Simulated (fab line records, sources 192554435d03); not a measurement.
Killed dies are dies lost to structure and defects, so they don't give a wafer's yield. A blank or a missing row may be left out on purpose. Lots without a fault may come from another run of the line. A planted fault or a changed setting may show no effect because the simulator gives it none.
One fault seen from 3 desks | flow n5_finfet | each desk has only its own numbers; what lay behind them comes last

THE TOOL OWNER'S DESK: rie_diel-03
The tool's own readings at N5_BEOL_M5_ETCH_61 (etches SiARC in CF4, target depth 15.6 nm, time 26 s): means of the sampled wafers that have a number, for each lot that ran on this tool. A lot is out of limits, marked OUT, if its mean lies more than 4 standard deviations from the usual mean; the brackets give that distance.
Columns: A = bias_w at N5_BEOL_M5_ETCH_61, usual 36.01 W; B = drypump_motor_current_A at N5_BEOL_M5_ETCH_61, usual 5.8 A; C = etch_rf_on_time_s at N5_BEOL_M5_ETCH_61, usual 25.9 s; D = oes_product_au at N5_BEOL_M5_ETCH_61, usual 0.67 a.u.; E = rf_vpp_V at N5_BEOL_M5_ETCH_61, usual 184.4 V; F = showerhead_plenum_p_Torr at N5_BEOL_M5_ETCH_61, usual 2.18 Torr; G = throttle_valve_pct at N5_BEOL_M5_ETCH_61, usual 15.59 %
lot  | first seen here | A     | B   | C    | D    | E     | F    | G
L702 | day 8 13:32     | 36.08 | 5.6 | 25.6 | 0.71 | 184.1 | 2.17 | 15.59
L711 | day 11 02:17    | 35.89 | 5.7 | 26.0 | 0.67 | 185.1 | 2.18 | 15.77
L714 | day 11 17:41    | 36.07 | 5.3 | 25.4 | 0.70 | 184.2 | 2.16 | 15.55
L717 | day 12 15:59    | 36.11 | 5.5 | 25.5 | 0.72 | 184.7 | 2.16 | 15.53
This desk's finding: nothing out of limits on any of the 4 lots.

THE METROLOGY DESK
What the gauges read, lot by lot, whatever tool the lot ran on: means of the sampled wafers that have a number. A lot is out of limits, marked OUT, if its mean lies more than 4 standard deviations from the usual mean; the brackets give that distance.
Columns: A = cd_nm at N5_BEOL_M5_CD_MEAS_18, usual 28.1 nm
lot  | first seen here | A
L702 | day 8 13:56     | 27.6
L704 | day 9 06:23     | 28.5
L703 | day 9 06:41     | 28.0
L706 | day 9 22:10     | 28.0
L707 | day 10 03:25    | 27.9
L710 | day 10 19:46    | 28.0
L711 | day 11 02:40    | 28.1
L713 | day 11 09:39    | 28.1
L714 | day 11 18:05    | 27.8
L717 | day 12 16:23    | 28.2
L722 | day 13 20:35    | 28.2
This desk's finding: nothing out of limits on any of the 11 lots.

THE DEFECT DESK
What the inspections along the route counted, lot by lot: means of the sampled wafers that have a number. A lot is out of limits, marked OUT, if its mean lies more than 4 standard deviations from the usual mean; the brackets give that distance.
Columns: A = raw_defect_count at N5_BEOL_M5_INSPECT_30, usual 443
lot  | first seen here | A
L702 | day 8 14:27     | 444
L703 | day 9 07:36     | 373
L704 | day 9 07:40     | 451
L706 | day 9 22:37     | 506
L707 | day 10 04:56    | 356
L710 | day 10 21:03    | 483
L711 | day 11 03:07    | 464
L713 | day 11 10:04    | 346
L714 | day 11 18:34    | 707
L717 | day 12 18:50    | 836 (+4.3) OUT
L722 | day 13 21:00    | 442
This desk's finding: out of limits on L717; first on L717, day 12 18:50 (raw_defect_count at N5_BEOL_M5_INSPECT_30). In limits: L702, L703, L704, L706, L707, L710, L711, L713, L714, L722.

PUT TOGETHER
The defect desk could have raised an alarm at day 12 18:50, on L717.
The tool owner's desk saw nothing out of limits.
The metrology desk saw nothing out of limits.
The tool owner's desk has L717 on record, within its limits.
The metrology desk has L717 on record, within its limits.
Of the lots named, all ran N5_BEOL_M5_ETCH_61 on rie_diel-03.

WHAT THE SIMULATOR HAD PUT IN
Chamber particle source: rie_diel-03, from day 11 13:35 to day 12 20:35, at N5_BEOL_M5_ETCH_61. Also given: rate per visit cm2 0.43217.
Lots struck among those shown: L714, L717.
Hours from the fault's start to each desk's first reading out of limits: the defect desk, 29.
